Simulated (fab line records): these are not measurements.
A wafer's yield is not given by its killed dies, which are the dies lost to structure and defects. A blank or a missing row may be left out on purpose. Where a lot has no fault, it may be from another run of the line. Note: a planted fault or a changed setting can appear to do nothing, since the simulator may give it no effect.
fab line records	flow n5Finfet
record lots=7	wafers=39
route steps=1938 shown TV_OPEN@1890 PASSIVATION@1934
startH: start of the lot's first displayed wafer, in hours after the record's first day	waitH: time in hours since the lot's previous step	" repeats the value in the row above	L1.1+2: several wafers, shown together as one row	- no value, or no start given	* or withheld: withheld	< > ~ a bound
route shown NAME@n: a module of which the file shows steps, and the number in the route of the first	usual: average and standard deviation across the fault-free wafers	same: alike in all rows	chamber/n: place in a boat	sites: each site's reading	_std_site: standard deviation across them	_edge_site: inner sites' mean taken away from outer sites' mean	radiusMm: for every site, how far away it sits from the centre of the wafer	mask NAME#n: copy n	behind: the most recent tool/chamber to have shaped the wafer	hold: cause of the lot's hold/its duration in hours/its outcome	device: transistor that didn't switch, given as n, p or np	end of line: tests run on the same wafers once the route is complete	step lacking rows: just its recipe	killed: the dies lost at the first sort to structure and to defects; this is not the yield of the wafer	map: a wafer's dies, marking killed ones x, the rest . and places with no die _
set.NAME: the setting as run; set.NAME@STEP: as run at that earlier step	model.NAME: the simulator's own value behind a step, which no gauge read
lots run with intentionally changed settings; tables by step, rows by wafer
## steps
# step N5_PASSIVATION_ETCH_15
# recipe chemistry=CF4/N2	target=SiCN	targetDepthA=750	taperDeg=2	timeS=81.2	ionEnergyEv=150	maskMaterial=SiNx	pressureMtorr=40	sourceW=430	biasW=70	Ar_flow_sccm=100	cf4FlowSccm=60	n2FlowSccm=60
lot.wafer	tool	chamber	startH	waitH	set.targetDepthA	model.etch.depthNm
L077.1	rieDiel-01	3	-	-	1047	87.19
L077.2	"	2	"	"	750	67.05
L077.3	"	0	"	"	750	66.76
L077.4	"	1	"	"	1047	89.21
L077.5	"	0	"	"	1047	93.4
L077.6	"	1	"	"	750	64.12
L078.1	rieDiel-01	3	-	-	750	62.5
L078.2	"	1	"	"	750	64.64
L078.3	"	2	"	"	750	67.07
L078.4	"	0	"	"	750	67.39
L078.5	"	3	"	"	750	62.72
L078.6	"	0	"	"	750	67.18
L080.1	rieDiel-03	0	-	-	514.3	44.96
L080.2	"	1	"	"	750	63.19
L080.3	"	2	"	"	750	67.26
L080.4	"	1	"	"	514.3	43.33
L080.5	"	0	"	"	514.3	44.61
L080.6	"	2	"	"	750	66.44
L083.1	rieDiel-06	2	-	-	750	65.26
L083.2	"	0	"	"	750	64.09
L083.3	"	3	"	"	310.1	27.18
L083.4	"	0	"	"	310.1	26.46
L083.5	"	2	"	"	750	65.42
L083.6	"	3	"	"	310.1	26.92
L086.1	rieDiel-01	1	-	-	750	64.51
L086.2	"	3	"	"	750	61.77
L086.3	"	2	"	"	750	67.01
L090.1	rieDiel-06	0	-	-	750	62.81
L090.2	"	2	"	"	898.3	78.43
L090.3	"	1	"	"	750	65.98
L090.4	"	3	"	"	898.3	77.22
L090.5	"	2	"	"	750	65.27
L090.6	"	3	"	"	898.3	77.42
L094.1	rieDiel-01	2	-	-	884.4	78.86
L094.2	"	0	"	"	750	66.13
L094.3	"	1	"	"	884.4	76.45
L094.4	"	0	"	"	750	66.99
L094.5	"	2	"	"	884.4	77.95
L094.6	"	1	"	"	750	64.62
# step N5_PASSIVATION_STRIP_73
# recipe chemistry=postEtchResidueRemover	timeS=60	tempC=25	removerPh=withheld	removerWaterWtPct=withheld	removerFluorideWtPct=withheld
# step N5_PASSIVATION_SRD_17
# recipe timeS=30	tempC=23	rinseLiquid=diw	dry=n2Spin	spinRpm=1500	dryTimeS=30
# step N5_PASSIVATION_SRD_72
# recipe dry=ipaMarangoni	timeS=30	tempC=23	rinseLiquid=diw
# step N5_PASSIVATION_ANNEAL_56
# recipe tempC=400	timeS=1800	ambient=FGA	idleTempC=300	rampUpCPerMin=5	rampDownCPerMin=3
# step N5_PASSIVATION_PROBE_49
# usual defectLimitedYield=91.3/1.7	killed_at_M0_to_M3=33/11	killed_at_M4_up=14/5.5	killedAtContacts=13/6.5	killedAtFrontEnd=39/13	killedAtOther=3.4/2.9	killedDies=103/20	killedOpen=69/15	killedShort=32/8.1	sort_bin_5_function=5.1/1.1	sort_bin_6_memory=3.3/0.74	sort_bin_8_speed=0.00/0.014	sortNPass=1077/20	sortYieldPct=91.3/1.7
# same grossDies=1180	killedAtBackSide=0	sort_bin_4_leakage[%]=0
lot.wafer	tool	chamber	startH	waitH	set.targetDepthA@PASSIVATION_ETCH_15	defectLimitedYield[%]	killed_at_M0_to_M3	killed_at_M4_up	killedAtContacts	killedAtFrontEnd	killedAtOther	killedDies	killedOpen	killedShort	sort_bin_5_function[%]	sort_bin_6_memory[%]	sort_bin_8_speed[%]	sortNPass	sortYieldPct[%]
L077.1	prober-01	-	287.66	0.0	1047	90.6	33	15	8	50	5	111	74	34	5.8	3.2	0.08	1069	90.6
L077.2	prober-01	-	287.71	0.1	750	90.8	33	17	16	41	2	109	88	21	5.8	3.4	0	1071	90.8
L077.3	prober-01	-	287.76	0.1	750	88.2	30	20	24	58	7	139	89	49	6.9	4.2	0.08	1041	88.2
L077.4	prober-01	-	287.81	0.2	1047	84.9	29	18	35	90	6	178	125	45	8.6	5.6	0	1002	84.9
L077.5	prober-01	-	287.86	0.2	1047	89.5	28	27	13	48	8	124	90	33	6.7	3.3	0	1056	89.5
L077.6	prober-01	-	287.91	0.3	750	90.2	38	12	15	39	12	116	79	35	4.8	4.6	0.08	1064	90.2
L078.1	prober-01	-	305.11	0.0	750	88.9	52	26	14	36	3	131	98	33	6.5	3.9	0	1049	88.9
L078.2	prober-01	-	305.16	0.1	750	87.5	37	26	22	56	7	148	97	50	6.9	5.1	0	1032	87.5
L078.3	prober-01	-	305.21	0.1	750	8.5	50	962	10	47	11	1080	74	54	6.7	4.0	0	100	8.5
L078.4	prober-01	-	305.26	0.2	750	11.4	22	976	9	35	3	1045	62	23	4.1	3.0	0	135	11.4
L078.5	prober-01	-	305.31	0.2	750	91.9	36	15	9	29	7	96	59	37	3.8	3.7	0	1084	91.9
L078.6	prober-01	-	305.36	0.3	750	10.2	26	987	8	31	8	1060	60	26	4.4	2.8	0	120	10.2
L080.1	prober-02	-	314.53	0.0	514.3	0	23	1136	0	20	1	1180	51	18	93.6	2.7	0	0	0
L080.2	prober-02	-	314.58	0.1	750	0	46	1098	6	29	1	1180	51	33	92.0	3.0	0	0	0
L080.3	prober-02	-	314.63	0.1	750	93.6	20	24	4	27	1	76	49	25	4.2	2.0	0	1104	93.6
L080.4	prober-02	-	314.68	0.2	514.3	0	27	1076	3	19	55	1180	41	19	97.6	2.1	0	0	0
L080.5	prober-02	-	314.73	0.2	514.3	0	28	1111	1	35	5	1180	57	26	4.3	2.6	0	0	0
L080.6	prober-02	-	314.78	0.3	750	92.5	25	27	7	29	1	89	43	23	2.5	2.9	0	1091	92.5
L083.1	prober-02	-	336.34	0.0	750	90.3	34	8	26	43	3	114	84	30	6.3	3.0	0	1066	90.3
L083.2	prober-02	-	336.39	0.1	750	94.1	19	9	13	25	4	70	41	28	3.9	1.9	0	1110	94.1
L083.3	prober-02	-	336.44	0.1	310.1	0	41	9	16	25	1089	1180	63	31	96.9	3.0	0	0	0
L083.4	prober-02	-	336.49	0.2	310.1	0	35	10	9	22	1104	1180	62	24	97.0	2.9	0	0	0
L083.5	prober-02	-	336.54	0.2	750	92.7	30	12	17	26	1	86	59	24	4.1	2.7	0	1094	92.7
L083.6	prober-02	-	336.59	0.3	310.1	0	41	6	12	39	1082	1180	66	36	96.4	3.6	0	0	0
L086.1	prober-02	-	362.74	0.0	750	88.7	31	6	13	71	12	133	83	50	6.4	4.6	0	1047	88.7
L086.2	prober-02	-	362.79	0.1	750	91.9	32	14	12	36	1	95	70	24	4.7	3.1	0	1085	91.9
L086.3	prober-02	-	362.84	0.1	750	91.3	25	17	21	37	3	103	73	30	5.1	3.6	0	1077	91.3
L090.1	prober-01	-	391.80	0.0	750	89.5	27	47	9	36	5	124	63	28	7.5	2.9	0	1056	89.5
L090.2	prober-01	-	391.85	0.1	898.3	79.2	50	149	13	33	0	245	68	39	17.3	3.3	0	935	79.2
L090.3	prober-01	-	391.90	0.1	750	89.8	37	10	14	57	2	120	64	51	5.7	3.9	0	1060	89.8
L090.4	prober-01	-	391.95	0.2	898.3	84.6	31	100	18	30	3	182	67	34	11.3	3.6	0	998	84.6
L090.5	prober-01	-	392.00	0.2	750	89.4	45	17	22	37	4	125	84	38	6.0	4.2	0	1055	89.4
L090.6	prober-01	-	392.05	0.3	898.3	91.0	36	15	12	37	6	106	63	37	5.8	3.1	0	1074	91.0
L094.1	prober-02	-	423.87	0.4	884.4	0	29	1112	9	28	2	1180	63	28	4.5	3.2	0	0	0
L094.2	prober-02	-	423.92	0.4	750	92.1	27	16	9	37	4	93	58	34	5.3	2.4	0	1087	92.1
L094.3	prober-02	-	423.97	0.5	884.4	0.1	23	1096	26	34	0	1179	79	32	5.5	3.8	0	1	0.1
L094.4	prober-02	-	424.02	0.5	750	91.3	23	25	10	43	2	103	71	29	4.6	3.6	0	1077	91.3
L094.5	prober-02	-	424.07	0.6	884.4	89.6	29	23	20	46	5	123	82	36	5.6	4.2	0	1057	89.6
L094.6	prober-02	-	424.12	0.6	750	0	21	1099	17	40	3	1180	71	27	4.9	3.4	0	0	0
# killed by level:class
L077.1 FIN_SAQP:geometricParticle:open=20 BEOL_M0_SAQP:geometricParticle:open=8 FIN_SAQP:geometricParticle:short=7 MOL_CONTACT_COAG:geometricParticle:open=7 BEOL_M0_SAQP:geometricParticle:short=7 BEOL_M3:geometricParticle:open=7 GATE_CUT:geometricParticle:short=5 BEOL_M4:geometricParticle:open=5
L077.2 FIN_SAQP:geometricParticle:open=18 MOL_CONTACT_COAG:geometricParticle:open=14 BEOL_M3:geometricParticle:open=13 BEOL_M2:geometricParticle:open=10 BEOL_M4:geometricParticle:open=7 STARTING-WAFER:geometricParticle:open=5 FIN_SAQP:geometricParticle:short=4 BEOL_M0_SAQP:geometricParticle:short=4
L077.3 MOL_CONTACT_COAG:geometricParticle:open=19 FIN_SAQP:geometricParticle:short=16 BEOL_M2:geometricParticle:open=14 FIN_SAQP:geometricParticle:open=13 BEOL_M4:geometricParticle:open=6 BEOL_M0_SAQP:geometricParticle:short=5 MOL_CONTACT_COAG:geometricParticle:short=5 BEOL_M6:geometricParticle:open=5
L077.4 FIN_SAQP:geometricParticle:open=37 MOL_CONTACT_COAG:geometricParticle:open=28 STI_FIN_REVEAL:geometricParticle:open=15 FIN_SAQP:geometricParticle:short=10 BEOL_M4:geometricParticle:open=8 MOL_CONTACT_COAG:geometricParticle:short=7 BEOL_M0_SAQP:geometricParticle:open=7 BEOL_M0_SAQP:geometricParticle:short=5
L077.5 FIN_SAQP:geometricParticle:open=18 BEOL_M4:geometricParticle:open=16 BEOL_M2:geometricParticle:open=12 MOL_CONTACT_COAG:geometricParticle:open=12 GATE_CUT:geometricParticle:short=8 FIN_SAQP:geometricParticle:short=7 GATE_CUT:geometricParticle:open=5 BEOL_M0_SAQP:geometricParticle:open=5
L077.6 FIN_SAQP:geometricParticle:open=16 BEOL_M2:geometricParticle:open=16 MOL_CONTACT_COAG:geometricParticle:open=8 BEOL_M0_SAQP:geometricParticle:open=8 MOL_CONTACT_COAG:geometricParticle:short=7 GATE_CUT:geometricParticle:short=6 BEOL_M0_SAQP:geometricParticle:short=5 PAD_METAL:geometricParticle:short=5
L078.1 BEOL_M4:geometricParticle:open=15 BEOL_M0_SAQP:geometricParticle:open=14 BEOL_M3:geometricParticle:open=14 MOL_CONTACT_COAG:geometricParticle:open=11 FIN_SAQP:geometricParticle:short=8 FIN_SAQP:geometricParticle:open=7 STI_FIN_REVEAL:geometricParticle:open=6 BEOL_M0_SAQP:geometricParticle:short=6
L078.2 MOL_CONTACT_COAG:geometricParticle:open=18 STI_FIN_REVEAL:geometricParticle:open=16 FIN_SAQP:geometricParticle:short=15 BEOL_M4:geometricParticle:open=15 BEOL_M3:geometricParticle:open=10 FIN_SAQP:geometricParticle:open=9 BEOL_M0_SAQP:geometricParticle:short=7 BEOL_M0_SAQP:geometricParticle:open=6
L078.3 BEOL_M15:areaDep=950 FIN_SAQP:geometricParticle:short=11 MOL_CONTACT_COAG:geometricParticle:open=9 BEOL_M1:geometricParticle:open=9 FIN_SAQP:geometricParticle:open=7 STI_FIN_REVEAL:geometricParticle:open=7 BEOL_M0_SAQP:geometricParticle:short=7 BEOL_M0:geometricParticle:open=7
L078.4 BEOL_M15:areaDep=960 FIN_SAQP:geometricParticle:short=9 MOL_CONTACT_COAG:geometricParticle:open=9 FIN_SAQP:geometricParticle:open=8 BEOL_M4:geometricParticle:open=8 DUMMY_GATE:geometricParticle:open=6 BEOL_M3:geometricParticle:open=6 BEOL_M1:geometricParticle:open=6
L078.5 FIN_SAQP:geometricParticle:short=12 BEOL_M3:geometricParticle:open=10 BEOL_M4:geometricParticle:open=8 MOL_CONTACT_COAG:geometricParticle:open=6 FIN_SAQP:geometricParticle:open=5 BEOL_M1:geometricParticle:open=5 BEOL_M0_SAQP:geometricParticle:open=4 BEOL_M0_SAQP:geometricParticle:short=4
L078.6 BEOL_M15:areaDep=974 FIN_SAQP:geometricParticle:open=10 BEOL_M1:geometricParticle:open=10 FIN_SAQP:geometricParticle:short=9 MOL_CONTACT_COAG:geometricParticle:open=6 BEOL_M3:geometricParticle:open=6 BEOL_M4:geometricParticle:open=5 STI_FIN_REVEAL:geometricParticle:open=4
L080.1 BEOL_M6:areaOpen=1070 BEOL_M15:areaDep=41 BEOL_M4:geometricParticle:open=16 BEOL_M3:geometricParticle:open=6 BEOL_M1:geometricParticle:open=4 BEOL_M2:geometricParticle:open=4 FIN_SAQP:geometricParticle:open=3 STI_FIN_REVEAL:geometricParticle:open=3
L080.2 BEOL_M6:areaOpen=1028 BEOL_M15:areaDep=55 BEOL_M1:interfaceVoidOpened=9 BEOL_M1:geometricParticle:open=7 BEOL_M1:geometricParticle:short=6 BEOL_M2:geometricParticle:open=6 FIN_SAQP:geometricParticle:open=5 STI_FIN_REVEAL:geometricParticle:open=5
L080.3 BEOL_M4:geometricParticle:open=8 FIN_SAQP:geometricParticle:open=5 MOL_CONTACT_COAG:geometricParticle:open=4 GATE_CUT:geometricParticle:open=4 GATE_CUT:geometricParticle:short=4 BEOL_M3:geometricParticle:open=4 BEOL_M1:geometricParticle:short=4 STARTING-WAFER:geometricParticle:short=4
L080.4 BEOL_M6:areaOpen=1066 TV_OPEN:areaEtch=52 BEOL_M3:geometricParticle:open=8 BEOL_M2:geometricParticle:open=6 FIN_SAQP:geometricParticle:short=4 STARTING-WAFER:geometricParticle:open=4 BEOL_M4:geometricParticle:open=4 MOL_CONTACT_COAG:geometricParticle:open=3
L080.5 BEOL_M15:areaDep=935 BEOL_M9:areaEtch=159 BEOL_M4:geometricParticle:open=8 STI_FIN_REVEAL:geometricParticle:open=7 GATE_CUT:geometricParticle:short=6 BEOL_M3:geometricParticle:open=6 BEOL_M1:geometricParticle:open=5 BEOL_M2:geometricParticle:open=4
L080.6 BEOL_M9:areaEtch=22 GATE_CUT:geometricParticle:short=9 MOL_CONTACT_COAG:geometricParticle:open=6 BEOL_M3:geometricParticle:open=6 DUMMY_GATE:geometricParticle:open=5 STI_FIN_REVEAL:geometricParticle:open=4 BEOL_M0_SAQP:geometricParticle:short=4 BEOL_M1:geometricParticle:open=4
L083.1 MOL_CONTACT_COAG:geometricParticle:open=25 FIN_SAQP:geometricParticle:open=8 STI_FIN_REVEAL:geometricParticle:open=8 BEOL_M0_SAQP:geometricParticle:open=8 FIN_SAQP:geometricParticle:short=7 DUMMY_GATE:geometricParticle:open=7 BEOL_M0_SAQP:geometricParticle:short=7 SPACER0:geometricParticle:short=6
L083.2 FIN_SAQP:geometricParticle:open=7 MOL_CONTACT_COAG:geometricParticle:open=7 MOL_CONTACT_COAG:geometricParticle:short=6 STARTING-WAFER:geometricParticle:short=5 BEOL_M0_SAQP:geometricParticle:short=4 BEOL_M1:geometricParticle:open=4 FIN_SAQP:geometricParticle:short=3 BEOL_M3:geometricParticle:open=3
L083.3 TV_OPEN:areaEtch=1086 MOL_CONTACT_COAG:geometricParticle:open=13 BEOL_M3:geometricParticle:open=12 BEOL_M0_SAQP:geometricParticle:short=11 BEOL_M0_SAQP:geometricParticle:open=8 STI_FIN_REVEAL:geometricParticle:open=4 BEOL_M1:geometricParticle:open=4 BEOL_M2:geometricParticle:open=4
L083.4 TV_OPEN:areaEtch=1093 BEOL_M0_SAQP:geometricParticle:open=12 FIN_SAQP:geometricParticle:open=7 MOL_CONTACT_COAG:geometricParticle:open=7 BEOL_M1:geometricParticle:open=7 BEOL_M3:geometricParticle:open=6 BEOL_M4:geometricParticle:open=6 FIN_SAQP:geometricParticle:short=3
L083.5 MOL_CONTACT_COAG:geometricParticle:open=12 BEOL_M0_SAQP:geometricParticle:open=10 BEOL_M0_SAQP:geometricParticle:short=9 FIN_SAQP:geometricParticle:open=7 MOL_CONTACT_COAG:geometricParticle:short=5 BEOL_M4:geometricParticle:short=4 DUMMY_GATE:geometricParticle:open=4 BEOL_M1:geometricParticle:open=4
L083.6 TV_OPEN:areaEtch=1078 MOL_CONTACT_COAG:geometricParticle:open=11 BEOL_M0_SAQP:geometricParticle:short=11 BEOL_M3:geometricParticle:open=10 FIN_SAQP:geometricParticle:short=8 STI_FIN_REVEAL:geometricParticle:open=8 FIN_SAQP:geometricParticle:open=7 BEOL_M1:geometricParticle:open=7
L086.1 FIN_SAQP:geometricParticle:open=20 BEOL_M1:geometricParticle:open=16 STI_FIN_REVEAL:geometricParticle:open=14 FIN_SAQP:geometricParticle:short=11 MOL_CONTACT_COAG:geometricParticle:open=10 BEOL_M0_SAQP:geometricParticle:short=7 GATE_CUT:geometricParticle:short=6 PAD_METAL:geometricParticle:short=5
L086.2 FIN_SAQP:geometricParticle:open=15 MOL_CONTACT_COAG:geometricParticle:open=11 BEOL_M0_SAQP:geometricParticle:open=8 BEOL_M1:geometricParticle:open=7 FIN_SAQP:geometricParticle:short=5 BEOL_M0_SAQP:geometricParticle:short=5 BEOL_M3:geometricParticle:open=5 DUMMY_GATE:geometricParticle:open=4
L086.3 MOL_CONTACT_COAG:geometricParticle:open=18 STI_FIN_REVEAL:geometricParticle:open=11 BEOL_M1:geometricParticle:open=10 FIN_SAQP:geometricParticle:open=7 BEOL_M4:geometricParticle:open=7 FIN_SAQP:geometricParticle:short=6 BEOL_M0_SAQP:geometricParticle:open=5 BEOL_M1:geometricParticle:short=4
L090.1 BEOL_M4:areaEtch=30 BEOL_M2:geometricParticle:open=14 FIN_SAQP:geometricParticle:short=8 MOL_CONTACT_COAG:geometricParticle:open=8 FIN_SAQP:geometricParticle:open=6 STI_FIN_REVEAL:geometricParticle:open=5 BEOL_M4:geometricParticle:open=5 GATE_CUT:geometricParticle:short=4
L090.2 BEOL_M4:areaEtch=136 BEOL_M0_SAQP:geometricParticle:open=16 BEOL_M0_SAQP:geometricParticle:short=11 MOL_CONTACT_COAG:geometricParticle:open=10 FIN_SAQP:geometricParticle:open=8 BEOL_M2:geometricParticle:open=8 FIN_SAQP:geometricParticle:short=7 BEOL_M1:geometricParticle:open=5
L090.3 FIN_SAQP:geometricParticle:short=18 FIN_SAQP:geometricParticle:open=14 MOL_CONTACT_COAG:geometricParticle:open=10 BEOL_M2:geometricParticle:open=8 BEOL_M0_SAQP:geometricParticle:short=7 BEOL_M2:geometricParticle:short=6 BEOL_M3:geometricParticle:open=6 STARTING-WAFER:geometricParticle:short=5
L090.4 BEOL_M4:areaEtch=80 MOL_CONTACT_COAG:geometricParticle:open=16 BEOL_M4:geometricParticle:open=10 GATE_CUT:geometricParticle:short=8 BEOL_M0_SAQP:geometricParticle:short=8 BEOL_M2:geometricParticle:open=8 FIN_SAQP:geometricParticle:open=7 BEOL_M0_SAQP:geometricParticle:open=6
L090.5 MOL_CONTACT_COAG:geometricParticle:open=18 BEOL_M2:geometricParticle:open=14 FIN_SAQP:geometricParticle:short=10 BEOL_M0_SAQP:geometricParticle:short=9 BEOL_M3:geometricParticle:open=9 BEOL_M4:geometricParticle:open=7 FIN_SAQP:geometricParticle:open=6 BEOL_M0_SAQP:geometricParticle:open=6
L090.6 BEOL_M2:geometricParticle:open=12 FIN_SAQP:geometricParticle:short=10 FIN_SAQP:geometricParticle:open=8 BEOL_M4:geometricParticle:open=8 MOL_CONTACT_COAG:geometricParticle:open=7 BEOL_M0_SAQP:geometricParticle:short=7 BEOL_M3:geometricParticle:open=6 MOL_CONTACT_COAG:geometricParticle:short=5
L094.1 BEOL_M15:areaDep=1089 BEOL_M4:geometricParticle:open=11 BEOL_M0_SAQP:geometricParticle:open=10 MOL_CONTACT_COAG:geometricParticle:open=8 BEOL_M0_SAQP:geometricParticle:short=8 FIN_SAQP:geometricParticle:short=6 FIN_SAQP:geometricParticle:open=6 STI_FIN_REVEAL:geometricParticle:open=6
L094.2 BEOL_M1:geometricParticle:open=11 FIN_SAQP:geometricParticle:open=8 BEOL_M4:geometricParticle:open=8 FIN_SAQP:geometricParticle:short=7 GATE_CUT:geometricParticle:short=5 MOL_CONTACT_COAG:geometricParticle:open=5 BEOL_M2:geometricParticle:open=5 STI_FIN_REVEAL:geometricParticle:open=4
L094.3 BEOL_M15:areaDep=1067 MOL_CONTACT_COAG:geometricParticle:open=20 BEOL_M4:geometricParticle:open=15 BEOL_M2:geometricParticle:open=7 DUMMY_GATE:geometricParticle:open=6 MOL_CONTACT_COAG:geometricParticle:short=6 FIN_SAQP:geometricParticle:short=5 STI_FIN_REVEAL:geometricParticle:open=5
L094.4 FIN_SAQP:geometricParticle:open=11 BEOL_M4:geometricParticle:open=8 MOL_CONTACT_COAG:geometricParticle:open=7 STI_FIN_REVEAL:geometricParticle:open=6 GATE_CUT:geometricParticle:open=6 BEOL_M0_SAQP:geometricParticle:open=6 BEOL_M1:geometricParticle:open=6 BEOL_M2:geometricParticle:open=5
L094.5 MOL_CONTACT_COAG:geometricParticle:open=17 BEOL_M4:geometricParticle:open=12 STI_FIN_REVEAL:geometricParticle:open=10 BEOL_M1:geometricParticle:open=8 FIN_SAQP:geometricParticle:short=6 FIN_SAQP:geometricParticle:open=6 BEOL_M2:geometricParticle:open=5 HKMG_FIN:areaEtch=5
L094.6 BEOL_M15:areaDep=1082 MOL_CONTACT_COAG:geometricParticle:open=11 STI_FIN_REVEAL:geometricParticle:open=10 BEOL_M2:geometricParticle:open=7 FIN_SAQP:geometricParticle:open=6 DUMMY_GATE:geometricParticle:open=6 MOL_CONTACT_COAG:geometricParticle:short=6 BEOL_M0_SAQP:geometricParticle:open=6
## key
split step=N5_PASSIVATION_ETCH_15	setting=targetDepthA	stated=750	by=wafer
response step=N5_PASSIVATION_ETCH_15	reading=model.etch.depthNm	change=+0.644	per=1%	r=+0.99
response step=N5_PASSIVATION_PROBE_49	reading=killedAtOther	shape=bent	atLowest=1091.7	atStated=4.5	atHighest=6.3
